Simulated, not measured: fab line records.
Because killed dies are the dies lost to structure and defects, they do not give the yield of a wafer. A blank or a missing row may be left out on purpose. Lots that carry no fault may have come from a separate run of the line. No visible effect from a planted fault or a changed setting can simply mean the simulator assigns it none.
Which tool did it?	flow n5Finfet	22 lots, 66 wafers sampled, at 5 steps of a route of 1938

## WHAT THE GAUGES READ, wafer by wafer
N5_BEOL_M0_CUTY_INSPECT_59: inspects for defects (macro). Usual: 2.3 for rawDefectCount, sd 1.3.
lot	measured	on	rawDefectCount	flag
L074	day 5 17:46	defectInspect-01	4 1 1	
L075	day 5 21:48	defectInspect-01	3 4 0	
L076	day 6 02:27	defectInspect-02	2 4 1	
L077	day 6 10:26	defectInspect-01	2 2 5	
L078	day 6 20:18	defectInspect-01	1 1 4	
L079	day 6 23:59	defectInspect-02	4 2 1	
L080	day 7 05:13	defectInspect-02	3 1 2	
L081	day 7 11:32	defectInspect-02	1 2 0	
L082	day 7 22:18	defectInspect-02	2 2 1	
L083	day 8 01:52	defectInspect-02	1 2 3	
L084	day 8 02:45	defectInspect-02	2 1 3	
L085	day 8 17:12	defectInspect-01	3 3 3	
L087	day 9 01:27	defectInspect-02	1 2 2	
L088	day 9 04:52	defectInspect-01	1 4 4	
L089	day 9 12:24	defectInspect-02	2 2 1	
L090	day 9 16:34	defectInspect-01	4 3 4	
L091	day 9 20:41	defectInspect-02	3 4 3	
L092	day 10 03:26	defectInspect-02	2 3 3	
L093	day 10 08:58	defectInspect-02	2 2 4	
L094	day 10 14:41	defectInspect-02	1 1 1	
L096	day 11 07:55	defectInspect-02	3 4 5	
L097	day 11 15:54	defectInspect-02	3 2 3	

## WHICH TOOL RAN EACH LOT (tool, then ch and the chambers of the sampled wafers, then the start)
lot	N5_BEOL_M0_SAQP_ETCH_101	N5_BEOL_M0_SAQP_ETCH_102	N5_BEOL_M0_SAQP_STRIP_108	N5_BEOL_M0_SAQP_SPACER2_ALD_26
L074	rieDiel-02 ch 0,1,2, day 5 13:56	rieSi-03 ch 0,1,2, day 5 14:03	rieDiel-05 ch 0,1,2, day 5 14:53	aldSin-03 ch 0,1,3, day 5 15:05
L075	rieDiel-02 ch 1,2,3, day 5 17:53	rieSi-04 ch 0,1,3, day 5 18:00	rieDiel-02 ch 1,2,3, day 5 18:40	aldSin-02 ch 1,2,3, day 5 19:11
L076	rieDiel-05 ch 0,1,3, day 5 21:57	rieSi-03 ch 0,2,3, day 5 22:04	rieDiel-05 ch 0,1,3, day 5 22:55	aldSin-04 ch 0,1,2, day 5 23:39
L077	rieDiel-01 ch 2,3, day 6 06:54	rieSi-03 ch 0,2,3, day 6 07:01	rieDiel-05 ch 1,2, day 6 07:40	aldSin-02 ch 1,2,3, day 6 07:52
L078	rieDiel-01 ch 0,2,3, day 6 11:51	rieSi-03 ch 0,2,3, day 6 11:59	rieDiel-01 ch 0,2,3, day 6 12:53	aldSin-04 ch 1,2, day 6 13:05
L079	rieDiel-01 ch 0,1, day 6 20:23	rieSi-04 ch 2,3, day 6 20:29	rieDiel-05 ch 0,1,3, day 6 21:09	aldSin-02 ch 1,2, day 6 21:27
L080	rieDiel-05 ch 0,2,3, day 7 01:35	rieSi-04 ch 0,2,3, day 7 01:41	rieDiel-05 ch 0,1,3, day 7 02:21	aldSin-03 ch 0,1,2, day 7 02:33
L081	rieDiel-01 ch 0,1,3, day 7 07:21	rieSi-04 ch 0,1,2, day 7 07:27	rieDiel-05 ch 0,1, day 7 08:07	aldSin-04 ch 0,2,3, day 7 08:19
L082	rieDiel-02 ch 0,1,3, day 7 17:53	rieSi-01 ch 1,3, day 7 17:59	rieDiel-01 ch 1,2,3, day 7 18:49	aldSin-02 ch 0,2,3, day 7 19:01
L083	rieDiel-02 ch 0,1,2, day 7 22:22	rieSi-03 ch 1,3, day 7 22:28	rieDiel-02 ch 0,2,3, day 7 23:08	aldSin-03 ch 0,2,3, day 7 23:20
L084	rieDiel-01 ch 1,2,3, day 7 23:01	rieSi-04 ch 0,1,2, day 7 23:07	rieDiel-01 ch 0,3, day 7 23:52	aldSin-03 ch 0,1,3, day 8 00:04
L085	rieDiel-01 ch 0,1, day 8 11:08	rieSi-03 ch 1,3, day 8 11:15	rieDiel-05 ch 1,2,3, day 8 12:08	aldSin-02 ch 0,2,3, day 8 12:20
L087	rieDiel-02 ch 2,3, day 8 21:25	rieSi-04 ch 0,2, day 8 21:31	rieDiel-01 ch 0,1,2, day 8 22:11	aldSin-02 ch 1,2,3, day 8 22:23
L088	rieDiel-01 ch 0,1, day 9 01:01	rieSi-04 ch 0,1, day 9 01:07	rieDiel-01 ch 0,1,2, day 9 01:47	aldSin-02 ch 0,2,3, day 9 02:17
L089	rieDiel-05 ch 0,2,3, day 9 08:43	rieSi-03 ch 1,2, day 9 08:49	rieDiel-05 ch 0,1, day 9 09:29	aldSin-02 ch 0,1,3, day 9 09:41
L090	rieDiel-05 ch 0,2, day 9 12:27	rieSi-01 ch 1,2, day 9 12:34	rieDiel-02 ch 1,2, day 9 13:20	aldSin-03 ch 0,1, day 9 13:33
L091	rieDiel-02 ch 1,2,3, day 9 16:42	rieSi-01 ch 1,2,3, day 9 16:48	rieDiel-05 ch 0,2,3, day 9 17:47	aldSin-04 ch 0,1,3, day 9 18:00
L092	rieDiel-01 ch 1,2,3, day 9 23:26	rieSi-04 ch 0,2,3, day 9 23:33	rieDiel-02 ch 1,2,3, day 10 00:13	aldSin-03 ch 0,1,3, day 10 00:25
L093	rieDiel-02 ch 1,2, day 10 05:25	rieSi-04 ch 0,3, day 10 05:31	rieDiel-01 ch 0,1,3, day 10 06:13	aldSin-02 ch 0,1,3, day 10 06:26
L094	rieDiel-02 ch 0,3, day 10 10:57	rieSi-04 ch 1,3, day 10 11:04	rieDiel-05 ch 2,3, day 10 11:46	aldSin-02 ch 0,1,2, day 10 11:58
L096	rieDiel-01 ch 0,2,3, day 11 04:01	rieSi-04 ch 1,2,3, day 11 04:08	rieDiel-01 ch 0,2,3, day 11 05:02	aldSin-04 ch 1,2,3, day 11 05:14
L097	rieDiel-02 ch 0,1, day 11 11:53	rieSi-01 ch 0,2, day 11 11:59	rieDiel-05 ch 0,1,3, day 11 12:38	aldSin-04 ch 0,2, day 11 13:01
- N5_BEOL_M0_SAQP_ETCH_101: etches SiNx in CH3F/O2, target depth 29.9 nm, time 42.7 s.
- N5_BEOL_M0_SAQP_ETCH_102: etches SiO2 in CF4, target depth 4 nm, time 4.4 s.
- N5_BEOL_M0_SAQP_STRIP_108: strips in N2/H2.
- N5_BEOL_M0_SAQP_SPACER2_ALD_26: deposits SiO2, target thk 15 nm, pulse time 1 s, purge time 2 s.

## WHAT THE TOOLS THEMSELVES READ (means of the sampled wafers that have a number; where no wafer has one, the mark that the record gives instead)
N5_BEOL_M0_SAQP_ETCH_101. Usual: biasW 73.01 W, standard deviation 0.22; drypumpMotorCurrentA 5.9 A, standard deviation 0.35; oesProductAu 0.77 a.u., standard deviation 0.087; rfVppV 298.0 V, standard deviation 2.7; showerheadPlenumPTorr 2.01 Torr, standard deviation 0.039; throttleValvePct 16.39 %, standard deviation 0.2.
lot	tool	biasW (W)	drypumpMotorCurrentA (A)	oesProductAu (a.u.)	rfVppV (V)	showerheadPlenumPTorr (Torr)	throttleValvePct (%)	flag
L074	rieDiel-02	73.04	6.0	0.76	295.9	2.03	16.52	
L075	rieDiel-02	72.85	6.1	0.74	298.4	2.02	16.49	
L076	rieDiel-05	73.00	6.0	0.85	297.9	2.05	16.24	
L077	rieDiel-01	72.95	5.7	0.78	299.6	1.97	16.54	
L078	rieDiel-01	73.06	5.9	0.73	300.1	2.02	16.49	
L079	rieDiel-01	72.85	6.2	0.68	298.6	2.03	16.34	
L080	rieDiel-05	72.90	5.9	0.82	299.9	2.05	16.34	
L081	rieDiel-01	72.87	6.0	0.72	298.4	1.99	16.43	
L082	rieDiel-02	73.22	5.8	0.77	296.8	2.01	16.34	
L083	rieDiel-02	72.99	6.0	0.85	296.6	2.02	16.40	
L084	rieDiel-01	73.04	5.7	0.72	297.7	1.99	16.54	
L085	rieDiel-01	72.65	6.0	0.68	296.6	2.00	16.39	
L087	rieDiel-02	72.76	5.8	0.82	297.8	2.02	16.22	
L088	rieDiel-01	72.85	6.1	0.67	296.1	2.00	16.40	
L089	rieDiel-05	73.12	5.8	0.79	298.6	2.04	16.36	
L090	rieDiel-05	73.23	5.9	0.85	297.1	2.03	16.36	
L091	rieDiel-02	73.07	6.1	0.81	297.8	2.01	16.39	
L092	rieDiel-01	73.13	5.7	0.71	299.5	1.98	16.57	
L093	rieDiel-02	73.05	6.3	0.79	298.0	2.01	16.54	
L094	rieDiel-02	72.93	5.5	0.77	295.1	2.01	16.27	
L096	rieDiel-01	72.98	5.9	0.79	300.9	2.01	16.40	
L097	rieDiel-02	72.62	5.7	0.76	295.2	2.01	16.44	

N5_BEOL_M0_SAQP_ETCH_102. Usual: biasW 400.2 W, standard deviation 0.98; drypumpMotorCurrentA 5.8 A, standard deviation 0.45; oesProductAu 1.001 a.u., standard deviation 0.015; throttleValvePct 21.80 %, standard deviation 0.22.
lot	tool	biasW (W)	drypumpMotorCurrentA (A)	oesProductAu (a.u.)	throttleValvePct (%)	flag
L074	rieSi-03	401.1	5.4	1.009	21.50	
L075	rieSi-04	400.0	6.1	0.998	21.77	
L076	rieSi-03	400.0	5.7	0.996	21.72	
L077	rieSi-03	400.0	5.7	0.999	21.71	
L078	rieSi-03	399.4	5.7	1.001	21.72	
L079	rieSi-04	400.6	5.4	0.990	21.82	
L080	rieSi-04	400.7	5.7	0.989	21.80	
L081	rieSi-04	399.7	5.8	1.002	21.81	
L082	rieSi-01	399.8	5.3	1.025	21.75	
L083	rieSi-03	400.1	5.8	1.017	21.64	
L084	rieSi-04	400.2	5.9	0.993	21.81	
L085	rieSi-03	400.1	5.8	1.022	21.64	
L087	rieSi-04	400.3	5.7	0.993	21.81	
L088	rieSi-04	400.5	6.3	0.999	21.79	
L089	rieSi-03	400.7	5.3	0.999	21.60	
L090	rieSi-01	400.3	5.8	1.012	22.14	
L091	rieSi-01	399.7	5.5	1.024	21.95	
L092	rieSi-04	398.8	5.7	0.986	21.80	
L093	rieSi-04	399.6	5.9	0.989	21.77	
L094	rieSi-04	399.6	6.2	0.996	21.78	
L096	rieSi-04	400.4	5.8	0.991	21.80	
L097	rieSi-01	401.6	5.6	1.021	22.17	

N5_BEOL_M0_SAQP_STRIP_108. Usual: drypumpMotorCurrentA 5.92 A, standard deviation 0.3; h2FlowSccm 299.9 sccm, standard deviation 0.92; oesProductAu 0.79 a.u., standard deviation 0.096; rfVppV 122.1 V, standard deviation 0.8; showerheadPlenumPTorr 3.40 Torr, standard deviation 0.06; throttleValvePct 18.9 %, standard deviation 0.34.
lot	tool	drypumpMotorCurrentA (A)	h2FlowSccm (sccm)	oesProductAu (a.u.)	rfVppV (V)	showerheadPlenumPTorr (Torr)	throttleValvePct (%)	flag
L074	rieDiel-05	5.82	298.3	0.90	122.2	3.42	18.7	
L075	rieDiel-02	6.12	300.7	0.74	122.3	3.39	19.1	
L076	rieDiel-05	5.99	299.7	0.85	121.6	3.44	18.8	
L077	rieDiel-05	5.76	300.8	0.88	122.8	3.42	18.4	
L078	rieDiel-01	5.87	300.2	0.73	122.1	3.39	19.1	
L079	rieDiel-05	6.01	300.3	0.83	122.8	3.43	18.8	
L080	rieDiel-05	6.00	300.1	0.84	122.1	3.43	18.8	
L081	rieDiel-05	6.01	300.2	0.89	123.1	3.42	18.8	
L082	rieDiel-01	5.75	299.5	0.73	122.4	3.35	19.1	
L083	rieDiel-02	5.81	299.4	0.85	122.4	3.40	18.7	
L084	rieDiel-01	5.98	300.1	0.75	121.3	3.31	19.1	
L085	rieDiel-05	5.80	300.4	0.80	121.9	3.43	18.7	
L087	rieDiel-01	5.93	299.7	0.67	122.0	3.40	18.9	
L088	rieDiel-01	5.93	300.2	0.67	122.1	3.40	19.0	
L089	rieDiel-05	5.97	299.6	0.87	121.6	3.40	18.5	
L090	rieDiel-02	6.33	299.7	0.88	123.1	3.39	18.9	
L091	rieDiel-05	5.88	299.9	0.79	123.0	3.43	18.9	
L092	rieDiel-02	6.12	299.9	0.80	121.7	3.37	19.0	
L093	rieDiel-01	6.02	300.0	0.81	122.3	3.33	18.8	
L094	rieDiel-05	5.85	299.7	0.73	121.9	3.44	18.9	
L096	rieDiel-01	5.88	300.3	0.79	121.7	3.37	19.0	
L097	rieDiel-05	6.00	300.1	0.80	121.9	3.42	18.8	

N5_BEOL_M0_SAQP_SPACER2_ALD_26. Usual: heaterPowerW 479 W, standard deviation 39; precursorPulseHeightRel 1.000, standard deviation 0.021.
lot	tool	heaterPowerW (W)	precursorPulseHeightRel	flag
L074	aldSin-03	468	0.998	
L075	aldSin-02	494	0.996	
L076	aldSin-04	454	0.975	
L077	aldSin-02	486	0.999	
L078	aldSin-04	477	1.003	
L079	aldSin-02	501	0.998	
L080	aldSin-03	507	1.013	
L081	aldSin-04	460	0.972	
L082	aldSin-02	494	1.015	
L083	aldSin-03	505	1.008	
L084	aldSin-03	464	1.006	
L085	aldSin-02	490	0.991	
L087	aldSin-02	489	1.012	
L088	aldSin-02	489	1.004	
L089	aldSin-02	477	0.992	
L090	aldSin-03	487	1.015	
L091	aldSin-04	431	0.990	
L092	aldSin-03	463	0.994	
L093	aldSin-02	478	0.990	
L094	aldSin-02	493	0.982	
L096	aldSin-04	467	0.994	
L097	aldSin-04	411	0.996	

## THE ANSWER, worked out from the rows above alone
Rule: take the mean of a lot's wafers that have a number; if it is more than 3 standard deviations from the usual mean, the lot is off. Also off: a lot with no number at a reading for which 4 or more lots have one. Where the step has rows for the other lots, those lots are counted as sound. The gauges are gone through in route order, then the tools' own readings, and for those a lot's mean is taken as printed above. At the first step where some lot is off, the reading lying furthest off is the one used; lots without a number count as furthest.
Across all readings shown, no lot is off: no conclusion can be drawn from this.

## WHAT THE SIMULATOR HAD PUT IN
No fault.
